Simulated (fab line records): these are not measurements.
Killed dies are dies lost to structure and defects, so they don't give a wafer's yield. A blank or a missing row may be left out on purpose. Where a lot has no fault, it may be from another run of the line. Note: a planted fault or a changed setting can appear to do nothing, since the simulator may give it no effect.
The tool behind it: which one? :: flow n5_finfet :: 9 lots, 27 wafers sampled, at 6 steps of a route of 1938

## WHAT THE GAUGES SHOWED, per wafer
N5_BEOL_M1_THK_MEAS_01. Usual: M1_ILD_THK typically reads 78.9 nm, with standard deviation 1.
lot: L282
measured: day 6 09:16
on: film_metro-02
M1_ILD_THK (nm): 77.4 77.1 78.8
flag: 

lot: L284
measured: day 7 04:31
on: film_metro-01
M1_ILD_THK (nm): 76.9 78.5 80.6
flag: 

lot: L287
measured: day 7 14:47
on: film_metro-01
M1_ILD_THK (nm): 76.6 78.8 77.6
flag: 

lot: L291
measured: day 8 22:29
on: film_metro-02
M1_ILD_THK (nm): 77.3 78.4 77.9
flag: 

lot: L296
measured: day 9 21:31
on: film_metro-01
M1_ILD_THK (nm): 77.7 78.6 79.4
flag: 

lot: L300
measured: day 11 18:37
on: film_metro-01
M1_ILD_THK (nm): 78.8 78.5 78.8
flag: 

lot: L301
measured: day 12 00:49
on: film_metro-01
M1_ILD_THK (nm): 78.6 77.9 79.3
flag: 

lot: L304
measured: day 12 01:19
on: film_metro-02
M1_ILD_THK (nm): 77.5 78.4 79.4
flag: 

lot: L303
measured: day 12 02:03
on: film_metro-02
M1_ILD_THK (nm): 79.3 80.5 80.2
flag: 

N5_BEOL_M1_CD_MEAS_28: target cd y 23.3 nm. Usual: 23.94 nm for cd_nm, sd 0.28.
lot: L282
measured: day 6 11:20
on: cd_sem-03
cd_nm (nm): 23.99 23.67 24.00
flag: 

lot: L284
measured: day 7 06:29
on: cd_sem-01
cd_nm (nm): 23.92 23.80 23.61
flag: 

lot: L287
measured: day 7 16:17
on: cd_sem-02
cd_nm (nm): 23.72 23.44 23.78
flag: 

lot: L291
measured: day 9 01:25
on: cd_sem-02
cd_nm (nm): 23.49 23.81 23.74
flag: 

lot: L296
measured: day 10 00:42
on: cd_sem-01
cd_nm (nm): 24.33 23.75 24.49
flag: 

lot: L300
measured: day 11 20:55
on: cd_sem-02
cd_nm (nm): 24.05 24.17 24.31
flag: 

lot: L301
measured: day 12 02:59
on: cd_sem-02
cd_nm (nm): 23.82 24.29 24.00
flag: 

lot: L304
measured: day 12 03:28
on: cd_sem-03
cd_nm (nm): 24.12 24.09 23.70
flag: 

lot: L303
measured: day 12 03:58
on: cd_sem-02
cd_nm (nm): 24.04 24.36 24.27
flag: 

N5_BEOL_M1_INSPECT_30: inspects for defects (brightfield). Usual: 397 for raw_defect_count, sd 86.
lot: L282
measured: day 6 11:26
on: defect_inspect-01
raw_defect_count: 266 207 268
flag: 

lot: L284
measured: day 7 06:34
on: defect_inspect-02
raw_defect_count: 339 420 333
flag: 

lot: L287
measured: day 7 16:22
on: defect_inspect-01
raw_defect_count: 536 420 389
flag: 

lot: L291
measured: day 9 01:30
on: defect_inspect-01
raw_defect_count: 946 1016 1076
flag: OFF

lot: L296
measured: day 10 00:47
on: defect_inspect-02
raw_defect_count: 1076 1083 1217
flag: OFF

lot: L300
measured: day 11 21:00
on: defect_inspect-01
raw_defect_count: 484 519 601
flag: 

lot: L301
measured: day 12 03:05
on: defect_inspect-02
raw_defect_count: 415 314 297
flag: 

lot: L304
measured: day 12 03:34
on: defect_inspect-01
raw_defect_count: 427 464 319
flag: 

lot: L303
measured: day 12 04:03
on: defect_inspect-01
raw_defect_count: 441 373 382
flag: 

N5_BEOL_M4_RC_MEAS_101. Usual: DIBL_N 37.0 mV/V, standard deviation 1.7; DIBL_P 36.7 mV/V, standard deviation 2; IOFF_N 0.17 nA/um, standard deviation 0.035; IOFF_P 0.22 nA/um, standard deviation 0.035; ION_N 672 uA/um, standard deviation 12; ION_P 461 uA/um, standard deviation 7.5; SS_N 71.6 mV/dec, standard deviation 0.67; SS_P 73.4 mV/dec, standard deviation 0.64; VT_N 250 mV, standard deviation 3.5; VT_P -250 mV, standard deviation 3.5.
lot: L282
measured: day 8 00:55
on: prober-01
DIBL_N (mV/V): 37.2 34.5 34.7
DIBL_P (mV/V): 36.6 33.5 33.6
IOFF_N (nA/um): 0.19 0.13 0.14
IOFF_P (nA/um): 0.27 0.20 0.22
ION_N (uA/um): 692 663 663
ION_P (uA/um): 476 461 469
SS_N (mV/dec): 72.1 71.3 71.2
SS_P (mV/dec): 73.0 72.5 73.0
VT_N (mV): 249 252 249
VT_P (mV): -242 -246 -246
flag: 

lot: L284
measured: day 8 19:19
on: prober-02
DIBL_N (mV/V): 37.0 37.2 36.3
DIBL_P (mV/V): 36.5 36.3 36.4
IOFF_N (nA/um): 0.17 0.19 0.18
IOFF_P (nA/um): 0.25 0.25 0.25
ION_N (uA/um): 665 675 685
ION_P (uA/um): 462 467 473
SS_N (mV/dec): 71.7 72.0 71.3
SS_P (mV/dec): 73.2 73.1 73.8
VT_N (mV): 249 245 244
VT_P (mV): -244 -246 -247
flag: 

lot: L287
measured: day 9 04:19
on: prober-01
DIBL_N (mV/V): 38.4 39.2 39.6
DIBL_P (mV/V): 39.0 38.8 39.8
IOFF_N (nA/um): 0.19 0.20 0.21
IOFF_P (nA/um): 0.27 0.25 0.27
ION_N (uA/um): 665 668 658
ION_P (uA/um): 464 449 454
SS_N (mV/dec): 72.2 72.3 72.4
SS_P (mV/dec): 73.6 74.1 74.5
VT_N (mV): 247 249 247
VT_P (mV): -248 -249 -250
flag: 

lot: L291
measured: day 10 10:58
on: prober-02
DIBL_N (mV/V): 34.3 36.5 35.7
DIBL_P (mV/V): 35.1 36.9 35.4
IOFF_N (nA/um): 0.13 0.17 0.15
IOFF_P (nA/um): 0.18 0.20 0.18
ION_N (uA/um): 666 675 666
ION_P (uA/um): 454 460 454
SS_N (mV/dec): 70.0 71.4 71.4
SS_P (mV/dec): 72.4 74.1 73.5
VT_N (mV): 252 249 253
VT_P (mV): -253 -253 -255
flag: 

lot: L296
measured: day 11 10:03
on: prober-02
DIBL_N (mV/V): 37.9 37.5 35.4
DIBL_P (mV/V): 37.6 37.4 35.6
IOFF_N (nA/um): 0.20 0.17 0.14
IOFF_P (nA/um): 0.24 0.24 0.21
ION_N (uA/um): 662 668 665
ION_P (uA/um): 461 462 464
SS_N (mV/dec): 72.1 71.8 71.1
SS_P (mV/dec): 73.2 73.2 73.1
VT_N (mV): 247 249 251
VT_P (mV): -247 -250 -249
flag: 

lot: L300
measured: day 13 08:39
on: prober-01
DIBL_N (mV/V): 39.6 37.1 37.6
DIBL_P (mV/V): 42.4 39.0 39.3
IOFF_N (nA/um): 0.21 0.16 0.15
IOFF_P (nA/um): 0.29 0.22 0.22
ION_N (uA/um): 678 670 666
ION_P (uA/um): 466 467 452
SS_N (mV/dec): 72.8 71.3 72.0
SS_P (mV/dec): 73.9 73.5 73.6
VT_N (mV): 247 250 251
VT_P (mV): -248 -248 -249
flag: 

lot: L301
measured: day 13 12:13
on: prober-01
DIBL_N (mV/V): 36.6 36.6 37.1
DIBL_P (mV/V): 36.0 35.7 36.4
IOFF_N (nA/um): 0.14 0.15 0.16
IOFF_P (nA/um): 0.21 0.21 0.21
ION_N (uA/um): 662 669 672
ION_P (uA/um): 460 464 461
SS_N (mV/dec): 72.5 71.4 71.9
SS_P (mV/dec): 72.9 73.2 73.1
VT_N (mV): 251 253 251
VT_P (mV): -250 -249 -250
flag: 

lot: L304
measured: day 13 12:05
on: prober-02
DIBL_N (mV/V): 37.0 35.9 39.1
DIBL_P (mV/V): 35.8 34.6 38.2
IOFF_N (nA/um): 0.15 0.13 0.19
IOFF_P (nA/um): 0.21 0.19 0.25
ION_N (uA/um): 680 658 690
ION_P (uA/um): 467 460 470
SS_N (mV/dec): 71.1 70.7 72.1
SS_P (mV/dec): 73.7 72.8 73.5
VT_N (mV): 250 251 246
VT_P (mV): -247 -250 -248
flag: 

lot: L303
measured: day 14 10:43
on: prober-02
DIBL_N (mV/V): 35.5 36.0 35.8
DIBL_P (mV/V): 34.4 35.2 34.2
IOFF_N (nA/um): 0.15 0.16 0.14
IOFF_P (nA/um): 0.20 0.22 0.20
ION_N (uA/um): 675 678 664
ION_P (uA/um): 467 466 461
SS_N (mV/dec): 72.0 71.8 71.2
SS_P (mV/dec): 73.6 73.5 73.1
VT_N (mV): 250 246 251
VT_P (mV): -250 -249 -252
flag: 

## WHAT TOOL EACH LOT RAN ON (gives the tool, then ch and the chambers of the sampled wafers, and finally the start)
lot: L282
N5_BEOL_M1_ETCH_74: rie_diel-02 ch 1,3, day 6 10:38
N5_BEOL_M1_STRIP_36: rie_diel-06 ch 0,3, day 6 13:11

lot: L284
N5_BEOL_M1_ETCH_74: rie_diel-06 ch 0,1,2, day 7 05:46
N5_BEOL_M1_STRIP_36: rie_diel-06 ch 1,2, day 7 07:15

lot: L287
N5_BEOL_M1_ETCH_74: rie_diel-02 ch 1,2,3, day 7 15:34
N5_BEOL_M1_STRIP_36: rie_diel-02 ch 1,3, day 7 17:23

lot: L291
N5_BEOL_M1_ETCH_74: rie_diel-02 ch 0,2, day 9 00:41
N5_BEOL_M1_STRIP_36: rie_diel-04 ch 0,1,3, day 9 03:44

lot: L296
N5_BEOL_M1_ETCH_74: rie_diel-02 ch 1,2,3, day 9 23:58
N5_BEOL_M1_STRIP_36: rie_diel-02 ch 0,1,2, day 10 01:55

lot: L300
N5_BEOL_M1_ETCH_74: rie_diel-06 ch 1,2, day 11 20:11
N5_BEOL_M1_STRIP_36: rie_diel-06 ch 1,2, day 12 00:24

lot: L301
N5_BEOL_M1_ETCH_74: rie_diel-04 ch 1,2,3, day 12 02:17
N5_BEOL_M1_STRIP_36: rie_diel-06 ch 1,2,3, day 12 04:31

lot: L304
N5_BEOL_M1_ETCH_74: rie_diel-06 ch 1,3, day 12 02:38
N5_BEOL_M1_STRIP_36: rie_diel-04 ch 1,2,3, day 12 04:46

lot: L303
N5_BEOL_M1_ETCH_74: rie_diel-02 ch 0,3, day 12 03:14
N5_BEOL_M1_STRIP_36: rie_diel-02 ch 0,2, day 12 08:25
- N5_BEOL_M1_ETCH_74: etches underlayer in N2/H2, target depth 6.5 nm, time 5.2 s.
- N5_BEOL_M1_STRIP_36: strips in N2/H2.

## AS READ BY THE TOOLS THEMSELVES (means over the sampled wafers that have a number; for cases with no such wafer, the mark the record gives instead)
N5_BEOL_M1_ETCH_74. Usual: drypump_motor_current_A 5.6 A, standard deviation 0.34; etch_rf_on_time_s 5.23 s, standard deviation 0.1; oes_product_au 0.67 a.u., standard deviation 0.062; rf_vpp_V 523.7 V, standard deviation 2.1; showerhead_plenum_p_Torr 2.55 Torr, standard deviation 0.066; throttle_valve_pct 17.94 %, standard deviation 0.2.
lot: L282
tool: rie_diel-02
drypump_motor_current_A (A): 5.8
etch_rf_on_time_s (s): 5.20
oes_product_au (a.u.): 0.76
rf_vpp_V (V): 524.9
showerhead_plenum_p_Torr (Torr): 2.60
throttle_valve_pct (%): 17.98
flag: 

lot: L284
tool: rie_diel-06
drypump_motor_current_A (A): 5.4
etch_rf_on_time_s (s): 5.19
oes_product_au (a.u.): 0.67
rf_vpp_V (V): 524.0
showerhead_plenum_p_Torr (Torr): 2.55
throttle_valve_pct (%): 17.80
flag: 

lot: L287
tool: rie_diel-02
drypump_motor_current_A (A): 5.6
etch_rf_on_time_s (s): 5.16
oes_product_au (a.u.): 0.69
rf_vpp_V (V): 524.2
showerhead_plenum_p_Torr (Torr): 2.58
throttle_valve_pct (%): 17.91
flag: 

lot: L291
tool: rie_diel-02
drypump_motor_current_A (A): 5.5
etch_rf_on_time_s (s): 5.15
oes_product_au (a.u.): 0.67
rf_vpp_V (V): 525.5
showerhead_plenum_p_Torr (Torr): 2.56
throttle_valve_pct (%): 17.99
flag: 

lot: L296
tool: rie_diel-02
drypump_motor_current_A (A): 5.6
etch_rf_on_time_s (s): 5.18
oes_product_au (a.u.): 0.69
rf_vpp_V (V): 524.5
showerhead_plenum_p_Torr (Torr): 2.57
throttle_valve_pct (%): 17.94
flag: 

lot: L300
tool: rie_diel-06
drypump_motor_current_A (A): 5.5
etch_rf_on_time_s (s): 5.28
oes_product_au (a.u.): 0.66
rf_vpp_V (V): 523.3
showerhead_plenum_p_Torr (Torr): 2.52
throttle_valve_pct (%): 17.95
flag: 

lot: L301
tool: rie_diel-04
drypump_motor_current_A (A): 5.8
etch_rf_on_time_s (s): 5.35
oes_product_au (a.u.): 0.63
rf_vpp_V (V): 525.0
showerhead_plenum_p_Torr (Torr): 2.57
throttle_valve_pct (%): 17.85
flag: 

lot: L304
tool: rie_diel-06
drypump_motor_current_A (A): 5.4
etch_rf_on_time_s (s): 5.23
oes_product_au (a.u.): 0.62
rf_vpp_V (V): 521.6
showerhead_plenum_p_Torr (Torr): 2.47
throttle_valve_pct (%): 18.18
flag: 

lot: L303
tool: rie_diel-02
drypump_motor_current_A (A): 5.3
etch_rf_on_time_s (s): 5.17
oes_product_au (a.u.): 0.70
rf_vpp_V (V): 523.7
showerhead_plenum_p_Torr (Torr): 2.59
throttle_valve_pct (%): 17.81
flag: 

N5_BEOL_M1_STRIP_36. Usual: drypump_motor_current_A 5.6 A, standard deviation 0.33; oes_product_au 0.79 a.u., standard deviation 0.072; rf_vpp_V 59.0 V, standard deviation 1.5; showerhead_plenum_p_Torr 2.54 Torr, standard deviation 0.066; throttle_valve_pct 23.75 %, standard deviation 0.28.
lot: L282
tool: rie_diel-06
drypump_motor_current_A (A): 5.2
oes_product_au (a.u.): 0.73
rf_vpp_V (V): 58.6
showerhead_plenum_p_Torr (Torr): 2.56
throttle_valve_pct (%): 23.59
flag: 

lot: L284
tool: rie_diel-06
drypump_motor_current_A (A): 5.5
oes_product_au (a.u.): 0.81
rf_vpp_V (V): 60.1
showerhead_plenum_p_Torr (Torr): 2.52
throttle_valve_pct (%): 23.63
flag: 

lot: L287
tool: rie_diel-02
drypump_motor_current_A (A): 5.5
oes_product_au (a.u.): 0.84
rf_vpp_V (V): 59.2
showerhead_plenum_p_Torr (Torr): 2.59
throttle_valve_pct (%): 23.65
flag: 

lot: L291
tool: rie_diel-04
drypump_motor_current_A (A): 5.7
oes_product_au (a.u.): 0.76
rf_vpp_V (V): 59.9
showerhead_plenum_p_Torr (Torr): 2.54
throttle_valve_pct (%): 23.62
flag: 

lot: L296
tool: rie_diel-02
drypump_motor_current_A (A): 5.7
oes_product_au (a.u.): 0.83
rf_vpp_V (V): 58.3
showerhead_plenum_p_Torr (Torr): 2.58
throttle_valve_pct (%): 24.01
flag: 

lot: L300
tool: rie_diel-06
drypump_motor_current_A (A): 5.5
oes_product_au (a.u.): 0.78
rf_vpp_V (V): 58.8
showerhead_plenum_p_Torr (Torr): 2.51
throttle_valve_pct (%): 23.68
flag: 

lot: L301
tool: rie_diel-06
drypump_motor_current_A (A): 5.6
oes_product_au (a.u.): 0.76
rf_vpp_V (V): 59.0
showerhead_plenum_p_Torr (Torr): 2.47
throttle_valve_pct (%): 23.81
flag: 

lot: L304
tool: rie_diel-04
drypump_motor_current_A (A): 5.8
oes_product_au (a.u.): 0.75
rf_vpp_V (V): 59.9
showerhead_plenum_p_Torr (Torr): 2.57
throttle_valve_pct (%): 23.74
flag: 

lot: L303
tool: rie_diel-02
drypump_motor_current_A (A): 5.5
oes_product_au (a.u.): 0.82
rf_vpp_V (V): 56.6
showerhead_plenum_p_Torr (Torr): 2.57
throttle_valve_pct (%): 23.99
flag: 

## THE ANSWER, worked out from the rows above alone
Rule: take the mean of a lot's wafers that have a number; if it is more than 3 standard deviations from the usual mean, the lot is off. Also off: a lot with no number at a reading for which 4 or more lots have one. All remaining lots with rows at the step are treated as sound. Order of review: gauges by route order, followed by the tools' own readings, for which a lot's mean as printed above is used. The first step at which some lot is off is used, and at that step the reading that is off furthest; a lot without a number counts as furthest.
Off: L291, L296 (N5_BEOL_M1_INSPECT_30, raw_defect_count).
A tool fits if, at a process step before that reading, it ran every lot that is off, and no sound lot after the first of them. Those tools and the gauges at N5_BEOL_M1_INSPECT_30 are tried in the same way. Of those tried, none fits.

## WHAT THE SIMULATOR PUT IN
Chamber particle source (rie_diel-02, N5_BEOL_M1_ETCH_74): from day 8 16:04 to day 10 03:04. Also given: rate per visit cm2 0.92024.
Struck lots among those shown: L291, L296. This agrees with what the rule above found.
